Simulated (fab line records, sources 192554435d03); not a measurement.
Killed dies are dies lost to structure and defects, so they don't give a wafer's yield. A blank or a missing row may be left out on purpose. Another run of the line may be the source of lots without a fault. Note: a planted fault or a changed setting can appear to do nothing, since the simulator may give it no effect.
A lot that was struck, set against a sound lot	flow n5Finfet	28 steps out of a route of 1938
Sound: these wafers, L247.1, L247.2, L247.6. Wafers struck: L260.2, L260.5, L260.6. The cause comes at the end.
Each step with rows lists, per side, the tool, then ch with its chambers, then its first start. Under that, the readings that differ: sound wafers	struck wafers	difference of the means	sigmas: that difference in standard deviations of wafers without a fault.
alike: words and numbers the same on both sides, and readings whose means are apart by under 2 such deviations; not compared: readings that were withheld, readings missing a value for some wafer, numbers with overlapping values and no deviation given by the record, and bounds like >300 which may hide the same value.
The two part at a step that has a row with sigmas, a row that says differs or no value, or rows on one side only. Numbers that don't overlap but have no deviation are shown without sigmas and don't part them. A reading that every wafer of one side lacks parts them only if that side has two wafers or more.

first, 11 steps without rows for these wafers: N5_STI_FIN_REVEAL_ALD_14 (deposits Si3N4, target thk 3 nm); N5_STI_FIN_REVEAL_FCVD_FILL_01 (material SiO2 flowable, target thk 312 nm, time 512.2 s); N5_STI_FIN_REVEAL_DENSIFY_02 (time 1800 s); N5_STI_FIN_REVEAL_CMP_04 (polishes, stops on Si3N4, t overpolish 4 s, target thk 131.83 nm); N5_STI_FIN_REVEAL_DENSIFY_30; N5_STI_FIN_REVEAL_ETCHBACK_08 (etches SiO2 in C4F6/O2, target depth 30.5 nm, time 10.167 s); N5_STI_FIN_REVEAL_STRIP_24 (strips in N2/H2, time 90 s); N5_STI_FIN_REVEAL_PRECLEAN_25 (cleans in SPM, time 90 s); N5_STI_FIN_REVEAL_PRECLEAN_26 (cleans in SC1, time 45 s); N5_STI_FIN_REVEAL_PRECLEAN_29 (cleans in DHF, time 30 s); N5_STI_FIN_REVEAL_SRD_12 (time 30 s).
N5_STI_FIN_REVEAL_RECESS_09: chemistry HF/NH3, target SiO2, afs cycles 11, target depth 42.5 nm, sublimation time 60 s.
  sound on vaporEtch-02 ch 0,1, day 2 23:50; struck on vaporEtch-02 ch 0,1, day 6 04:52
  alike: drypumpMotorCurrentA, forelinePTorr, tempC
then, 12 steps without rows for these wafers: N5_STI_FIN_REVEAL_STRIP_16 (strips SiNx in H3PO4, target depth 23.8 nm); N5_STI_FIN_REVEAL_PRECLEAN_17 (cleans in NF3:NH3, afs cycles 1, time 20 s, sublimation time 60 s); N5_STI_FIN_REVEAL_ETCH_34 (etches Si in H2, material Si, target depth 0.97 nm); N5_STI_FIN_REVEAL_OXIDATION_31 (chemistry O2 PLASMA REMOTE, time 20 s); N5_STI_FIN_REVEAL_PRECLEAN_32 (cleans in NF3:NH3, afs cycles 1, time 20 s, sublimation time 60 s); N5_STI_FIN_REVEAL_STRIP_35 (strips Si3N4 in H3PO4, target depth 4 nm, time 39 s); N5_STI_FIN_REVEAL_SRD_21 (time 30 s); N5_STI_FIN_REVEAL_OXIDATION_33 (chemistry O2 PLASMA REMOTE, time 20 s); N5_STI_FIN_REVEAL_CLEAN_19 (cleans in O3/DIW, time 120 s); N5_STI_FIN_REVEAL_SRD_23 (time 30 s); N5_STI_FIN_REVEAL_PRECLEAN_18 (cleans in SC2, time 45 s); N5_STI_FIN_REVEAL_SRD_28 (time 30 s).
N5_STI_FIN_REVEAL_INSPECT_13: inspects for defects (darkfield).
  sound on defectInspect-02, day 3 02:37; struck on defectInspect-02, day 6 07:39
reading	sound	struck	difference	sigmas
rawDefectCount	15 17 19	1214 1254 1203	+1207	+99 or more
then, 1 step without rows for these wafers: N5_DUMMY_GATE_PRECLEAN_00 (cleans in O3/DIW, time 60 s).
-- the record jumps here: 7 days lie between the struck wafers' starts before and after (it left off in module DUMMY_GATE and takes up again in module BEOL_M4, whose first step shown is number 1111 of the route) --
N5_BEOL_M4_RC_MEAS_101:
  sound on prober-01 ch 0, day 9 16:57; struck on prober-02 ch 0, day 13 18:16
reading	sound	struck	difference	sigmas
DIBL_N (mV/V)	37.6 39.2 34.9	34.9 33.3 33.3	-3.4	-2
  alike: DIBL_P, IOFF_N, IOFF_P, ION_N, ION_P, SS_N, SS_P, VT_N, VT_P
-- here the record skips 5 days between the struck wafers' starts before and after, leaving off in module BEOL_M4 and picking up in module PASSIVATION (first step shown: number 1936 of the route) --
N5_PASSIVATION_PROBE_49:
  record: rows for the struck wafers here (prober-01, day 18 08:19), none for the sound ones

## WHERE THEY PART
Last at N5_PASSIVATION_PROBE_49 as far as this record goes, first at N5_STI_FIN_REVEAL_INSPECT_13.

WHY: whatever the simulator had introduced
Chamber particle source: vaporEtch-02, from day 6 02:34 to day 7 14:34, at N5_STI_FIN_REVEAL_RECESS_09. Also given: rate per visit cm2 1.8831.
